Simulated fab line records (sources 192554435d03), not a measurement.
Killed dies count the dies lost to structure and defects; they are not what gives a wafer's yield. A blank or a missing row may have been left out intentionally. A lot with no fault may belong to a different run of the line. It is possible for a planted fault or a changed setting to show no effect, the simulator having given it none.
fab line records | flow n5Finfet
[record] lots = 24 wafers = 72 lastDay = 18
route steps=1938 shown BEOL_M3@971
lots that met no fault: from a run of the same line without faults
startH: hours from the record's opening day to when the first of the lot's shown wafers began | waitH: time in hours since the lot's previous step | " as in the row above | L1.1+2: several wafers, shown together as one row | - value missing, or start not given | * or withheld: withheld | < > ~ a bound
route shown NAME@n: names a module that has steps shown in the file, with the first one's number in the route | usual: mean/standard deviation of fault-free wafers | same: alike in all rows | chamber/n: place in a boat | sites: per-site readings | _std_site: their standard deviation | _edge_site: the outer-site mean with the inner-site mean subtracted | radiusMm: for every site, how far away it sits from the centre of the wafer | mask NAME#n: copy n | behind: the most recent tool/chamber to have shaped the wafer | hold: why the lot went on hold/how many hours it stayed there/how the hold came to an end | device: the n, p or np transistor that did not switch | end of line: the same wafers' tests at the end of the route | for a step that has no rows: nothing shown but its recipe | killed: not the wafer's yield, but the dies lost to structure and defects at the first sort | map: shows each die of a wafer: x if killed, . if not, _ if none is there
set.NAME: the setting as run; set.NAME@STEP: as run at that earlier step | model.NAME: the simulator's own value behind a step, which no gauge read
one table for each step of the route and one row for each wafer, over a sample of lots
services: when a tool's chamber went out of use (startH, in hours from the record's first day, below 0 if earlier), for how many hours, and the reason
[[steps]]
[step N5_BEOL_M3_ETCH_69]
[recipe] chemistry = CF4 target = SiARC targetDepthA = 156 maskMaterial = CAR-EUV timeS = 26 ionEnergyEv = 80 pressureMtorr = 40 sourceW = 545 biasW = 36 Ar_flow_sccm = 100 cf4FlowSccm = 100 ends = cleared
[usual] drypumpMotorCurrentA = 5.6/0.42 etchRfOnTimeS = 26.4/0.84 oesProductAu = 0.66/0.066 rfVppV = 184.0/1.1 showerheadPlenumPTorr = 2.13/0.055 throttleValvePct = 15.67/0.2
// columns lot.wafer tool chamber startH waitH drypumpMotorCurrentA etchRfOnTimeS oesProductAu rfHoursCounterH rfVppV showerheadPlenumPTorr throttleValvePct
L074.3 rieDiel-03 3 143.84 0.0 6.4 24.8 0.78 36 184.5 2.18 15.65
L074.4 " 3 " " 6.4 24.8 0.79 - 184.5 2.18 15.67
L074.6 " 1 " " 5.4 27.2 0.79 - 185.1 2.27 15.52
L075.1 rieDiel-06 2 164.08 0.0 6.1 26.7 0.60 214 183.2 2.11 15.82
L075.3 " 1 " " 5.7 26.5 0.63 167 182.2 2.13 15.80
L075.5 " 2 " " 6.1 26.6 0.59 - 183.6 2.11 15.81
L076.1 rieDiel-03 1 170.61 0.0 5.4 27.3 0.76 15 186.0 2.27 15.55
L076.4 " 3 " " 6.3 24.7 0.77 - 183.9 2.18 15.68
L076.6 " 1 " " 5.3 27.4 0.75 - 185.6 2.27 15.55
L077.3 rieDiel-04 2 178.10 0.0 5.7 24.9 0.61 229 183.6 2.04 16.03
L077.4 " 1 " " 5.3 25.8 0.62 204 183.7 2.12 15.61
L077.6 " 2 " " 5.7 25.1 0.60 - 181.6 2.04 16.03
L078.2 rieDiel-06 2 180.56 0.0 6.0 26.4 0.59 218 184.3 2.11 15.82
L078.3 " 3 " " 6.2 26.2 0.75 33 184.1 2.19 15.44
L078.6 " 3 " " 6.2 26.2 0.75 - 183.9 2.19 15.41
L079.1 rieDiel-03 2 187.32 0.0 5.3 25.0 0.81 4 185.2 2.11 15.19
L079.4 " 3 " " 6.4 25.1 0.76 51 184.6 2.18 15.70
L079.6 " 1 " " 5.4 27.0 0.74 - 186.9 2.27 15.53
L080.4 rieDiel-06 0 189.19 0.0 5.2 27.6 0.69 72 185.1 2.09 15.48
L080.5 " 1 " " 5.7 26.0 0.64 - 184.6 2.13 15.81
L080.6 " 0 " " 5.2 27.4 0.69 - 182.1 2.09 15.48
L082.2 rieDiel-03 1 193.30 0.0 5.4 27.5 0.74 23 186.1 2.26 15.57
L082.4 " 3 " " 6.4 25.2 0.75 54 184.9 2.18 15.69
L082.5 " 1 " " 5.4 27.3 0.74 - 185.0 2.26 15.54
L081.3 rieDiel-06 2 204.09 0.0 6.0 27.0 0.59 227 183.5 2.11 15.85
L081.5 " 2 " " 6.0 26.8 0.59 - 185.0 2.11 15.84
L081.6 " 1 " " 5.7 26.6 0.62 - 183.2 2.12 15.82
L083.1 rieDiel-04 0 205.52 0.0 5.9 26.2 0.61 190 182.1 2.12 15.88
L083.4 " 3 " " 5.2 27.0 0.73 46 182.9 2.09 15.51
L083.6 " 1 " " 5.3 25.9 0.61 - 184.9 2.12 15.62
L084.1 rieDiel-04 1 223.25 0.0 5.2 25.6 0.61 213 184.6 2.12 15.63
L084.4 " 3 " " 5.1 26.7 0.73 50 183.7 2.09 15.51
L084.6 " 3 " " 5.2 27.1 0.72 - 183.6 2.09 15.50
L085.1 rieDiel-06 1 230.58 0.0 5.7 25.9 0.63 189 183.8 2.12 15.86
L085.2 " 2 " " 6.0 26.5 0.58 235 185.2 2.10 15.85
L085.3 " 3 " " 6.2 26.1 0.73 50 184.4 2.18 15.45
L087.1 rieDiel-04 1 236.96 0.0 5.2 25.7 0.60 217 183.6 2.11 15.62
L087.3 " 2 " " 5.7 25.0 0.60 242 183.1 2.03 16.04
L087.5 " 3 " " 5.2 27.0 0.72 - 183.1 2.09 15.52
L086.2 rieDiel-06 3 242.38 0.0 6.2 26.4 0.72 54 185.6 2.18 15.48
L086.3 " 2 " " 6.1 26.6 0.58 239 183.5 2.10 15.88
L086.4 " 0 " " 5.2 28.2 0.66 91 185.0 2.08 15.51
L090.1 rieDiel-04 3 242.65 0.0 5.2 27.0 0.71 57 182.5 2.09 15.53
L090.3 " 2 " " 5.7 25.2 0.59 244 183.7 2.03 16.06
L090.6 " 3 " " 5.2 27.2 0.71 - 182.0 2.09 15.54
L089.1 rieDiel-06 3 245.87 0.0 6.2 26.2 0.72 56 183.3 2.18 15.47
L089.5 " 2 " " 6.0 27.0 0.58 - 183.0 2.10 15.86
L089.6 " 3 " " 6.2 26.2 0.72 - 182.1 2.18 15.46
L088.1 rieDiel-06 2 246.91 0.0 6.1 26.3 0.58 241 184.2 2.10 15.86
L088.4 " 3 " " 6.2 26.1 0.71 56 185.2 2.18 15.47
L088.5 " 3 " " 6.2 26.1 0.72 - 184.5 2.18 15.47
L091.1 rieDiel-03 0 255.83 0.0 5.1 27.4 0.59 216 183.6 2.14 15.87
L091.2 " 2 " " 5.3 25.6 0.75 21 183.3 2.11 15.22
L091.4 " 1 " " 5.4 27.5 0.73 38 186.8 2.26 15.59
L092.1 rieDiel-06 2 259.56 0.0 6.0 26.4 0.58 246 183.3 2.10 15.89
L092.2 " 1 " " 5.7 26.0 0.61 201 184.6 2.12 15.88
L092.3 " 0 " " 5.2 27.6 0.67 100 182.9 2.08 15.54
L093.1 rieDiel-04 1 260.96 0.0 5.2 26.0 0.59 229 183.5 2.11 15.67
L093.3 " 0 " " 5.9 25.9 0.61 211 183.8 2.11 15.92
L093.4 " 3 " " 5.2 27.2 0.70 - 183.9 2.09 15.53
L096.3 rieDiel-06 0 283.15 0.0 5.2 27.5 0.66 107 182.0 2.08 15.56
L096.5 " 0 " " 5.2 27.9 0.66 - 183.1 2.08 15.54
L096.6 " 1 " " 5.7 26.2 0.60 - 184.2 2.11 15.88
L094.3 rieDiel-03 3 283.21 0.0 6.3 24.7 0.73 75 184.3 2.17 15.75
L094.4 " 0 " " 5.1 27.3 0.59 224 184.1 2.14 15.86
L094.6 " 0 " " 5.1 27.3 0.59 - 184.3 2.14 15.88
L095.2 rieDiel-06 3 286.87 0.0 6.2 26.1 0.70 72 184.2 2.17 15.50
L095.5 " 1 " " 5.7 26.3 0.60 - 182.6 2.11 15.88
L095.6 " 3 " " 6.2 26.1 0.70 - 184.9 2.17 15.50
L097.2 rieDiel-06 1 295.55 0.0 5.7 26.0 0.61 214 183.9 2.11 15.90
L097.3 " 3 " " 6.2 25.9 0.70 76 184.6 2.17 15.52
L097.5 " 1 " " 5.7 25.8 0.61 - 184.0 2.11 15.90
[step N5_BEOL_M3_TRENCH_ETCH_37]
[recipe] chemistry = C4F6/O2 targetDepthA = 555.55 target = SiOC timeS = 29.2 ionEnergyEv = 250 pressureMtorr = 30 sourceW = 355 biasW = 185 Ar_flow_sccm = 300 C4F6_flow_sccm = 10 O2_flow_sccm = 10
[usual] O2_flow_sccm = 10.00/0.034 drypumpMotorCurrentA = 5.6/0.43 oes_ar_750_au = 0.79/0.08 oes_f_703_au = 0.79/0.082 oesProductAu = 0.79/0.086 rfVppV = 672/30 showerheadPlenumPTorr = 2.85/0.09 throttleValvePct = 20.94/0.21
// columns lot.wafer tool chamber startH waitH O2_flow_sccm drypumpMotorCurrentA oes_ar_750_au oes_f_703_au oesProductAu rfHoursCounterH rfVppV showerheadPlenumPTorr throttleValvePct
L074.3 rieDiel-04 2 - - 9.98 5.7 0.72 0.73 0.71 222 635 2.71 21.29
L074.4 " 1 " " 10.00 5.2 0.74 0.75 0.72 196 645 2.83 20.83
L074.6 " 1 " " 9.96 5.2 0.73 0.75 0.71 - 647 2.83 20.83
L075.1 rieDiel-06 3 - - 9.99 6.2 0.89 0.87 0.89 31 677 2.93 20.87
L075.3 " 1 " " 10.05 5.7 0.72 0.70 0.76 169 716 2.80 20.89
L075.5 " 2 " " 9.97 6.0 0.71 0.71 0.70 - 652 2.80 20.87
L076.1 rieDiel-03 1 - - 10.01 5.4 0.88 0.85 0.90 16 719 3.03 20.95
L076.4 " 1 " " 9.99 5.4 0.87 0.85 0.91 - 719 3.03 20.95
L076.6 " 0 " " 10.01 5.1 0.71 0.67 0.72 - 715 2.85 21.06
L077.3 rieDiel-03 1 - - 9.99 5.4 0.87 0.83 0.89 23 721 3.03 20.96
L077.4 " 2 " " 9.98 5.3 0.92 0.94 0.93 5 673 2.81 20.48
L077.6 " 3 " " 9.94 6.3 0.87 0.86 0.90 - 659 2.92 21.21
L078.2 rieDiel-03 2 - - 9.97 5.3 0.92 0.92 0.92 9 673 2.81 20.48
L078.3 " 3 " " 10.02 6.4 0.86 0.85 0.88 56 658 2.92 21.21
L078.6 " 1 " " 10.06 5.4 0.86 0.83 0.88 - 721 3.03 20.97
L079.1 rieDiel-06 0 - - 9.99 5.2 0.81 0.79 0.81 76 662 2.76 20.64
L079.4 " 3 " " 10.00 6.2 0.87 0.85 0.87 39 678 2.92 20.87
L079.6 " 0 " " 10.00 5.2 0.81 0.77 0.80 - 663 2.76 20.64
L080.4 rieDiel-03 0 - - 10.01 5.1 0.71 0.67 0.71 204 714 2.84 21.06
L080.5 " 1 " " 9.98 5.3 0.87 0.83 0.89 - 721 3.03 20.96
L080.6 " 0 " " 10.01 5.1 0.70 0.67 0.72 - 715 2.85 21.06
L082.2 rieDiel-03 2 - - 9.94 5.3 0.91 0.92 0.91 12 672 2.81 20.48
L082.4 " 1 " " 9.96 5.4 0.85 0.83 0.88 29 719 3.03 20.95
L082.5 " 0 " " 10.00 5.1 0.70 0.67 0.71 - 714 2.84 21.05
L081.3 rieDiel-04 1 - - 10.02 5.2 0.72 0.75 0.71 208 644 2.82 20.83
L081.5 " 2 " " 10.03 5.7 0.70 0.73 0.69 - 633 2.71 21.32
L081.6 " 3 " " 9.96 5.2 0.87 0.87 0.86 - 647 2.78 20.77
L083.1 rieDiel-06 2 - - 9.99 6.0 0.70 0.70 0.68 229 653 2.79 20.89
L083.4 " 3 " " 10.02 6.2 0.85 0.85 0.86 43 678 2.92 20.89
L083.6 " 0 " " 9.97 5.2 0.80 0.78 0.81 - 663 2.75 20.65
L084.1 rieDiel-03 3 - - 10.00 6.3 0.85 0.84 0.87 65 659 2.91 21.22
L084.4 " 0 " " 10.02 5.1 0.70 0.66 0.70 212 714 2.84 21.07
L084.6 " 2 " " 10.03 5.3 0.90 0.90 0.89 - 673 2.80 20.50
L085.1 rieDiel-04 0 - - 10.01 5.9 0.73 0.75 0.71 198 642 2.81 21.06
L085.2 " 3 " " 10.01 5.1 0.85 0.86 0.84 54 646 2.77 20.78
L085.3 " 2 " " 10.06 5.7 0.70 0.73 0.68 242 632 2.70 21.32
L087.1 rieDiel-04 3 - - 9.94 5.1 0.84 0.85 0.84 58 646 2.77 20.80
L087.3 " 1 " " 9.95 5.3 0.71 0.73 0.69 220 645 2.82 20.87
L087.5 " 3 " " 9.99 5.2 0.85 0.85 0.83 - 646 2.77 20.79
L086.2 rieDiel-04 0 - - 9.95 5.9 0.72 0.75 0.70 202 644 2.81 21.07
L086.3 " 2 " " 9.98 5.7 0.70 0.73 0.68 246 633 2.70 21.35
L086.4 " 3 " " 9.98 5.1 0.84 0.84 0.83 58 646 2.77 20.79
L090.1 rieDiel-04 2 - - 9.94 5.7 0.69 0.73 0.68 248 634 2.70 21.32
L090.3 " 0 " " 10.00 5.9 0.72 0.74 0.70 204 642 2.81 21.06
L090.6 " 0 " " 10.01 5.9 0.73 0.74 0.70 - 643 2.81 21.06
L089.1 rieDiel-04 3 - - 10.10 5.2 0.83 0.83 0.82 63 646 2.77 20.81
L089.5 " 3 " " 10.00 5.2 0.83 0.84 0.82 - 647 2.77 20.78
L089.6 " 1 " " 10.02 5.2 0.71 0.73 0.69 - 645 2.82 20.87
L088.1 rieDiel-06 0 - - 10.03 5.2 0.79 0.77 0.77 99 663 2.75 20.69
L088.4 " 3 " " 10.01 6.2 0.83 0.82 0.84 61 678 2.91 20.92
L088.5 " 2 " " 10.07 6.0 0.69 0.69 0.67 - 654 2.78 20.92
L092.1 rieDiel-03 3 - - 10.02 6.4 0.85 0.83 0.87 72 660 2.91 21.24
L092.2 " 0 " " 9.98 5.1 0.69 0.66 0.70 220 716 2.84 21.08
L092.3 " 2 " " 9.94 5.3 0.88 0.88 0.88 26 671 2.80 20.51
L093.1 rieDiel-04 2 - - 10.02 5.7 1.02 1.06 1.00 1 644 3.04 21.02
L093.3 " 3 " " 10.00 5.1 0.83 0.83 0.82 70 647 2.76 20.81
L093.4 " 1 " " 9.96 5.3 0.72 0.73 0.69 233 644 2.81 20.88
L091.1 rieDiel-03 1 - - 9.93 5.4 0.84 0.80 0.85 45 720 3.02 20.97
L091.2 " 2 " " 9.95 5.3 0.88 0.89 0.87 27 673 2.80 20.49
L091.4 " 0 " " 10.04 5.1 0.69 0.66 0.69 221 713 2.84 21.08
L096.3 rieDiel-03 2 - - 9.95 5.3 0.87 0.88 0.86 30 671 2.80 20.50
L096.5 " 2 " " 10.02 5.3 0.87 0.88 0.86 - 672 2.80 20.53
L096.6 " 1 " " 10.01 5.4 0.83 0.79 0.85 - 719 3.02 20.99
L094.3 rieDiel-06 3 - - 9.97 6.2 0.82 0.81 0.82 73 677 2.91 20.94
L094.4 " 1 " " 9.98 5.7 0.69 0.67 0.72 - 714 2.79 20.94
L094.6 " 0 " " 10.04 5.2 0.77 0.75 0.78 - 662 2.74 20.68
L095.2 rieDiel-04 1 - - 10.01 5.3 0.70 0.72 0.68 241 644 2.81 20.88
L095.5 " 3 " " 9.98 5.2 0.82 0.82 0.81 - 645 2.76 20.82
L095.6 " 2 " " 9.92 5.7 0.98 1.02 0.96 - 644 3.04 21.04
L097.2 rieDiel-03 1 - - 9.98 5.4 0.82 0.79 0.85 52 720 3.01 21.00
L097.3 " 0 " " 10.00 5.1 0.68 0.65 0.70 229 714 2.83 21.08
L097.5 " 0 " " 10.00 5.1 0.68 0.66 0.70 - 713 2.83 21.09
[step N5_BEOL_M3_SURFACE_TREAT_85]
[recipe] gas = Ar timeS = * ionEnergyEv = * ionCurrentMaCm2 = 0.5 pressureMtorr = * arFlowSccm = 30
[usual] throttleValvePct = *
// columns lot.wafer tool chamber startH waitH throttleValvePct
L074.3 pvdSputter-01 - 154.79 0.2 *
L074.4 " - " " *
L074.6 " - " " *
L075.1 pvdSputter-01 - 173.34 0.3 *
L075.3 " - " " *
L075.5 " - " " *
L076.1 pvdSputter-01 - 173.54 0.4 *
L076.4 " - " " *
L076.6 " - " " *
L077.3 pvdSputter-03 - 192.99 0.4 *
L077.4 " - " " *
L077.6 " - " " *
L078.2 pvdSputter-03 - 200.52 0.3 *
L078.3 " - " " *
L078.6 " - " " *
L079.1 pvdSputter-01 - 200.60 0.2 *
L079.4 " - " " *
L079.6 " - " " *
L080.4 pvdSputter-03 - 200.77 0.1 *
L080.5 " - " " *
L080.6 " - " " *
L082.2 pvdSputter-01 - 206.04 0.2 *
L082.4 " - " " *
L082.5 " - " " *
L081.3 pvdSputter-01 - 206.16 0.2 *
L081.5 " - " " *
L081.6 " - " " *
L083.1 pvdSputter-03 - 209.63 0.1 *
L083.4 " - " " *
L083.6 " - " " *
L084.1 pvdSputter-03 - 225.11 0.2 *
L084.4 " - " " *
L084.6 " - " " *
L085.1 pvdSputter-02 - 236.03 0.5 *
L085.2 " - " " *
L085.3 " - " " *
L087.1 pvdSputter-01 - 246.46 0.2 *
L087.3 " - " " *
L087.5 " - " " *
L086.2 pvdSputter-03 - 246.91 0.3 *
L086.3 " - " " *
L086.4 " - " " *
L090.1 pvdSputter-01 - 250.98 0.3 *
L090.3 " - " " *
L090.6 " - " " *
L089.1 pvdSputter-03 - 256.91 0.1 *
L089.5 " - " " *
L089.6 " - " " *
L088.1 pvdSputter-03 - 258.37 0.4 *
L088.4 " - " " *
L088.5 " - " " *
L092.1 pvdSputter-02 - 270.58 0.1 *
L092.2 " - " " *
L092.3 " - " " *
L093.1 pvdSputter-02 - 270.78 0.2 *
L093.3 " - " " *
L093.4 " - " " *
L091.1 pvdSputter-01 - 274.85 0.7 *
L091.2 " - " " *
L091.4 " - " " *
L096.3 pvdSputter-02 - 290.67 0.2 *
L096.5 " - " " *
L096.6 " - " " *
L094.3 pvdSputter-03 - 290.95 0.3 *
L094.4 " - " " *
L094.6 " - " " *
L095.2 pvdSputter-03 - 293.23 0.1 *
L095.5 " - " " *
L095.6 " - " " *
L097.2 pvdSputter-02 - 301.52 0.4 *
L097.3 " - " " *
L097.5 " - " " *
[step N5_BEOL_M3_ANNEAL_80]
[recipe] tempC = 400 timeS = 240 ambient = vacuum
[usual] heaterPowerW = 845/59
// columns lot.wafer tool chamber startH waitH heaterPowerW
L074.3 pvdSputter-03 - 156.60 0.0 858
L074.4 " - " " 831
L074.6 " - " " 717
L075.1 pvdSputter-02 - 174.03 0.0 917
L075.3 " - " " 775
L075.5 " - " " 861
L076.1 pvdSputter-03 - 174.16 0.0 856
L076.4 " - " " 721
L076.6 " - " " 871
L077.3 pvdSputter-01 - 193.73 0.0 924
L077.4 " - " " 886
L077.6 " - " " 875
L078.2 pvdSputter-03 - 201.28 0.0 865
L078.3 " - " " 831
L078.6 " - " " 819
L079.1 pvdSputter-01 - 201.53 0.0 860
L079.4 " - " " 865
L079.6 " - " " 847
L080.4 pvdSputter-02 - 202.80 0.0 797
L080.5 " - " " 851
L080.6 " - " " 928
L082.2 pvdSputter-02 - 206.62 0.0 858
L082.4 " - " " 790
L082.5 " - " " 907
L081.3 pvdSputter-01 - 206.77 0.0 875
L081.5 " - " " 788
L081.6 " - " " 932
L083.1 pvdSputter-01 - 210.37 0.0 911
L083.4 " - " " 888
L083.6 " - " " 954
L084.1 pvdSputter-03 - 226.03 0.0 742
L084.4 " - " " 854
L084.6 " - " " 885
L085.1 pvdSputter-03 - 238.42 0.0 845
L085.2 " - " " 737
L085.3 " - " " 827
L087.1 pvdSputter-01 - 247.16 0.0 767
L087.3 " - " " 879
L087.5 " - " " 923
L086.2 pvdSputter-02 - 247.59 0.0 913
L086.3 " - " " 782
L086.4 " - " " 854
L090.1 pvdSputter-01 - 251.54 0.0 758
L090.3 " - " " 856
L090.6 " - " " 864
L089.1 pvdSputter-01 - 257.47 0.0 933
L089.5 " - " " 770
L089.6 " - " " 905
L088.1 pvdSputter-01 - 259.31 0.0 847
L088.4 " - " " 872
L088.5 " - " " 774
L092.1 pvdSputter-01 - 271.21 0.0 928
L092.2 " - " " 873
L092.3 " - " " 779
L093.1 pvdSputter-02 - 271.56 0.0 804
L093.3 " - " " 927
L093.4 " - " " 785
L091.1 pvdSputter-01 - 275.39 0.0 906
L091.2 " - " " 873
L091.4 " - " " 760
L096.3 pvdSputter-03 - 291.37 0.0 828
L096.5 " - " " 710
L096.6 " - " " 805
L094.3 pvdSputter-01 - 292.69 0.0 791
L094.4 " - " " 880
L094.6 " - " " 848
L095.2 pvdSputter-03 - 293.76 0.0 833
L095.5 " - " " 861
L095.6 " - " " 719
L097.2 pvdSputter-02 - 302.09 0.0 846
L097.3 " - " " 794
L097.5 " - " " 788
[step N5_BEOL_M3_SPUTTER_90]
[recipe] material = Cu targetThkA = 45 tempC = -20 chamberPressurePa = 0.07 powerW = withheld timeS = 8.29
[usual] throttleValvePct = 29.7/0.86
// columns lot.wafer tool chamber startH waitH throttleValvePct
L074.3 pvdSputter-03 - 157.47 0.1 30.7
L074.4 " - " " 29.3
L074.6 " - " " 30.6
L075.1 pvdSputter-02 - 174.83 0.1 29.9
L075.3 " - " " 29.9
L075.5 " - " " 30.3
L076.1 pvdSputter-03 - 174.96 0.1 30.4
L076.4 " - " " 30.7
L076.6 " - " " 30.5
L077.3 pvdSputter-01 - 194.53 0.1 28.5
L077.4 " - " " 30.5
L077.6 " - " " 28.9
L078.2 pvdSputter-03 - 202.08 0.1 28.3
L078.3 " - " " 30.5
L078.6 " - " " 29.3
L079.1 pvdSputter-01 - 202.33 0.1 28.8
L079.4 " - " " 30.5
L079.6 " - " " 28.8
L080.4 pvdSputter-02 - 203.60 0.1 29.7
L080.5 " - " " 30.3
L080.6 " - " " 29.8
L082.2 pvdSputter-02 - 207.42 0.1 30.2
L082.4 " - " " 30.9
L082.5 " - " " 29.9
L081.3 pvdSputter-01 - 207.57 0.1 30.4
L081.5 " - " " 30.0
L081.6 " - " " 28.2
L083.1 pvdSputter-01 - 211.17 0.1 28.5
L083.4 " - " " 28.7
L083.6 " - " " 28.2
L084.1 pvdSputter-03 - 226.83 0.1 30.9
L084.4 " - " " 30.7
L084.6 " - " " 28.7
L085.1 pvdSputter-03 - 239.22 0.1 30.4
L085.2 " - " " 30.6
L085.3 " - " " 29.4
L087.1 pvdSputter-01 - 247.96 0.1 30.0
L087.3 " - " " 28.8
L087.5 " - " " 28.2
L086.2 pvdSputter-02 - 248.39 0.1 30.0
L086.3 " - " " 29.5
L086.4 " - " " 30.1
L090.1 pvdSputter-01 - 252.34 0.1 30.1
L090.3 " - " " 30.6
L090.6 " - " " 28.7
L089.1 pvdSputter-01 - 258.27 0.1 28.4
L089.5 " - " " 30.0
L089.6 " - " " 30.2
L088.1 pvdSputter-01 - 260.11 0.1 28.8
L088.4 " - " " 30.3
L088.5 " - " " 29.9
L092.1 pvdSputter-01 - 272.01 0.1 28.4
L092.2 " - " " 30.3
L092.3 " - " " 30.1
L093.1 pvdSputter-02 - 272.36 0.1 29.7
L093.3 " - " " 29.5
L093.4 " - " " 30.8
L091.1 pvdSputter-01 - 276.19 0.1 28.3
L091.2 " - " " 28.7
L091.4 " - " " 30.2
L096.3 pvdSputter-03 - 292.17 0.1 29.2
L096.5 " - " " 31.0
L096.6 " - " " 29.1
L094.3 pvdSputter-01 - 293.49 0.1 30.1
L094.4 " - " " 29.0
L094.6 " - " " 30.3
L095.2 pvdSputter-03 - 294.56 0.1 30.6
L095.5 " - " " 30.5
L095.6 " - " " 30.9
L097.2 pvdSputter-02 - 302.99 0.1 30.5
L097.3 " - " " 30.8
L097.5 " - " " 30.8
[step N5_BEOL_M3_ANNEAL_51]
[recipe] tempC = 225 timeS = 90 ambient = N2
[usual] annealTempCMax = 226.07/0.28 wafer_temp_C_max = 225.8/0.35
// columns lot.wafer tool chamber startH waitH annealTempCMax wafer_temp_C_max
L074.3 rtpAnneal-02 0 158.49 0.1 225.56 225.5
L074.4 " 0 " " 225.74 225.3
L074.6 " 0 " " 225.70 225.5
L075.1 rtpAnneal-02 0 175.68 0.1 225.92 225.8
L075.3 " 0 " " 225.98 225.5
L075.5 " 0 " " 225.88 225.8
L076.1 rtpAnneal-02 0 176.07 0.3 225.82 225.5
L076.4 " 0 " " 226.18 225.9
L076.6 " 0 " " 226.45 225.4
L077.3 rtpAnneal-01 0 195.83 0.5 226.32 226.8
L077.4 " 0 " " 226.40 226.5
L077.6 " 0 " " 226.36 226.4
L078.2 rtpAnneal-01 0 202.98 0.1 226.31 226.1
L078.3 " 0 " " 226.50 226.1
L078.6 " 0 " " 225.83 226.3
L079.1 rtpAnneal-02 0 203.19 0.1 226.34 225.9
L079.4 " 0 " " 226.17 225.9
L079.6 " 0 " " 226.45 226.0
L080.4 rtpAnneal-02 0 204.84 0.4 226.20 225.6
L080.5 " 0 " " 226.22 225.8
L080.6 " 0 " " 226.06 225.8
L082.2 rtpAnneal-02 0 208.32 0.1 226.03 225.5
L082.4 " 0 " " 225.68 225.7
L082.5 " 0 " " 226.01 225.4
L081.3 rtpAnneal-02 0 208.64 0.2 226.41 225.6
L081.5 " 0 " " 226.14 225.6
L081.6 " 0 " " 225.96 225.5
L083.1 rtpAnneal-01 0 212.02 0.1 225.98 226.6
L083.4 " 0 " " 226.10 226.0
L083.6 " 0 " " 226.91 226.0
L084.1 rtpAnneal-02 0 227.68 0.1 225.94 225.6
L084.4 " 0 " " 225.95 225.5
L084.6 " 0 " " 225.89 225.5
L085.1 rtpAnneal-02 0 240.07 0.1 226.19 225.5
L085.2 " 0 " " 226.66 225.4
L085.3 " 0 " " 226.03 225.9
L087.1 rtpAnneal-02 0 248.81 0.1 225.54 225.5
L087.3 " 0 " " 226.04 225.4
L087.5 " 0 " " 225.59 225.4
L086.2 rtpAnneal-02 0 249.29 0.1 226.69 225.7
L086.3 " 0 " " 226.00 225.8
L086.4 " 0 " " 226.43 225.5
L090.1 rtpAnneal-02 0 253.19 0.1 226.15 225.4
L090.3 " 0 " " 226.00 225.5
L090.6 " 0 " " 225.82 225.8
L089.1 rtpAnneal-01 0 259.14 0.1 226.24 226.4
L089.5 " 0 " " 226.09 226.1
L089.6 " 0 " " 225.87 226.4
L088.1 rtpAnneal-02 0 260.97 0.1 225.89 225.7
L088.4 " 0 " " 226.05 225.5
L088.5 " 0 " " 225.78 225.6
L092.1 rtpAnneal-01 0 272.87 0.1 226.14 226.3
L092.2 " 0 " " 226.30 225.6
L092.3 " 0 " " 226.18 226.0
L093.1 rtpAnneal-02 0 273.22 0.1 225.92 225.3
L093.3 " 0 " " 226.09 225.7
L093.4 " 0 " " 225.90 225.9
L091.1 rtpAnneal-02 0 277.05 0.1 226.44 225.7
L091.2 " 0 " " 225.98 226.0
L091.4 " 0 " " 225.87 225.7
L096.3 rtpAnneal-02 0 293.17 0.2 226.01 225.7
L096.5 " 0 " " 226.00 225.5
L096.6 " 0 " " 225.81 225.9
L094.3 rtpAnneal-01 0 294.52 0.2 226.04 226.5
L094.4 " 0 " " 226.09 226.4
L094.6 " 0 " " 226.29 226.1
L095.2 rtpAnneal-02 0 295.49 0.1 225.95 225.7
L095.5 " 0 " " 225.67 225.6
L095.6 " 0 " " 225.93 225.7
L097.2 rtpAnneal-01 0 303.98 0.1 225.82 226.4
L097.3 " 0 " " 226.06 226.3
L097.5 " 0 " " 226.29 226.7
[[services]]
// columns tool chamber startH hours kind
rieDiel-06 3 133.56 10.2 repair
pvdSputter-02 - 134.70 2.2 repair
pvdSputter-01 - 138.71 1.8 repair
rieDiel-03 1 146.18 2.5 repair
rieDiel-03 - 159.37 0.7 repair
rieDiel-03 2 161.15 - clean
rieDiel-03 2 161.15 - consumableReplace:focusRing
rieDiel-03 2 161.15 13.2 scheduledDown
rieDiel-03 2 161.15 13.2 ventCycle
rieDiel-04 - 188.17 14.6 pm
rieDiel-03 - 239.00 15.6 pm
rieDiel-04 2 254.55 - clean
rieDiel-04 2 254.55 - consumableReplace:focusRing
rieDiel-04 2 254.55 - consumableReplace:showerhead
rieDiel-04 2 254.55 11.3 scheduledDown
rieDiel-04 2 254.55 11.3 ventCycle
rieDiel-06 0 267.66 4.5 repair
rieDiel-06 2 272.21 - clean
rieDiel-06 2 272.21 - consumableReplace:focusRing
rieDiel-06 2 272.21 23.9 scheduledDown
rieDiel-06 2 272.21 23.9 ventCycle
rieDiel-04 3 278.44 4.5 repair
rieDiel-03 2 296.51 115.9 repair
rieDiel-04 3 296.85 3.5 repair
[[key]]
fault none
